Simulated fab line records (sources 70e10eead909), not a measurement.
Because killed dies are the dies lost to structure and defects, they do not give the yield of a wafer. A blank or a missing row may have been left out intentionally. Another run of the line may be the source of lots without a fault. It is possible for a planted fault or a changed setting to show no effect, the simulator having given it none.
Chamber matching || flow nand-harc || NHARC_P_CONTACT_CMP_24 on cmp-04: 4 sister chambers
The step polishes, t overpolish 30 s, target thk 200 nm. 8 wafers are shown with their chamber, then 12 later ones without.

## WAFERS, EACH WITH ITS CHAMBER
{"wafer": "L080.5", "chamber": 2, "motor-current-A (A)": 10.7, "time-to-endpoint-s (s)": 41.9}
{"wafer": "L083.6", "chamber": 3, "motor-current-A (A)": 10.5, "time-to-endpoint-s (s)": 38.6}
{"wafer": "L084.2", "chamber": 3, "motor-current-A (A)": 10.4, "time-to-endpoint-s (s)": 40.3}
{"wafer": "L084.4", "chamber": 1, "motor-current-A (A)": 11.5, "time-to-endpoint-s (s)": 40.7}
{"wafer": "L084.6", "chamber": 0, "motor-current-A (A)": 11.8, "time-to-endpoint-s (s)": 36.5}
{"wafer": "L089.1", "chamber": 1, "motor-current-A (A)": 10.9, "time-to-endpoint-s (s)": 37.4}
{"wafer": "L089.3", "chamber": 2, "motor-current-A (A)": 11.3, "time-to-endpoint-s (s)": 36.8}
{"wafer": "L089.4", "chamber": 0, "motor-current-A (A)": 11.5, "time-to-endpoint-s (s)": 39.0}

## WAFERS WITH NO CHAMBER GIVEN
{"wafer": "L093.1", "motor-current-A (A)": 11.2, "time-to-endpoint-s (s)": 37.0}
{"wafer": "L093.3", "motor-current-A (A)": 10.7, "time-to-endpoint-s (s)": 39.8}
{"wafer": "L093.5", "motor-current-A (A)": 11.5, "time-to-endpoint-s (s)": 37.7}
{"wafer": "L095.1", "motor-current-A (A)": 12.1, "time-to-endpoint-s (s)": 40.8}
{"wafer": "L095.2", "motor-current-A (A)": 10.9, "time-to-endpoint-s (s)": 43.4}
{"wafer": "L095.3", "motor-current-A (A)": 10.3, "time-to-endpoint-s (s)": 44.6}
{"wafer": "L094.2", "motor-current-A (A)": 10.8, "time-to-endpoint-s (s)": 38.8}
{"wafer": "L094.5", "motor-current-A (A)": 10.6, "time-to-endpoint-s (s)": 45.9}
{"wafer": "L094.6", "motor-current-A (A)": 10.3, "time-to-endpoint-s (s)": 41.3}
{"wafer": "L097.2", "motor-current-A (A)": 10.5, "time-to-endpoint-s (s)": 43.3}
{"wafer": "L097.3", "motor-current-A (A)": 10.7, "time-to-endpoint-s (s)": 43.1}
{"wafer": "L097.6", "motor-current-A (A)": 11.2, "time-to-endpoint-s (s)": 39.5}

## CHAMBER TAKEN BY EACH
{"wafer": "L093.1", "from the rows above": "can't be placed: 1 or 2 or 0 or 3", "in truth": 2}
{"wafer": "L093.3", "from the rows above": "can't be placed: 3 or 2 or 1", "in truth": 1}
{"wafer": "L093.5", "from the rows above": "can't be placed: 0 or 1 or 2", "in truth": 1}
{"wafer": "L095.1", "from the rows above": "can't be placed: 0 or 1 or 2", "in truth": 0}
{"wafer": "L095.2", "from the rows above": "can't be placed: 2 or 1 or 3 or 0", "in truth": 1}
{"wafer": "L095.3", "from the rows above": "can't be placed: 3 or 2 or 1", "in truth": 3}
{"wafer": "L094.2", "from the rows above": "can't be placed: 2 or 3 or 1", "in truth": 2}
{"wafer": "L094.5", "from the rows above": "can't be placed: 3 or 2 or 1 or 0", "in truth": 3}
{"wafer": "L094.6", "from the rows above": "can't be placed: 3 or 2", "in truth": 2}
{"wafer": "L097.2", "from the rows above": "can't be placed: 3 or 2 or 1", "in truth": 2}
{"wafer": "L097.3", "from the rows above": "can't be placed: 3 or 2 or 1", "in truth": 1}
{"wafer": "L097.6", "from the rows above": "can't be placed: 1 or 2 or 0", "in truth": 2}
Correct placement for 0 of the 12. These rows do not allow placing 12 (true chamber among the candidates in 12). Number placed wrongly: 0.
How it was worked out, from the rows above alone: a wafer's distance from a chamber is the root of the sum, over the readings, of the square of ((its reading less the chamber's mean) divided by the reading's scatter). If the next closest chamber is less than 2 further off than the closest, the wafer can't be placed; otherwise it belongs to the closest. Each chamber's mean is taken over the wafers shown for it. The scatter: the root of (the sum of the squares of (reading less its chamber's mean) over the shown wafers, divided by (wafers less chambers)).
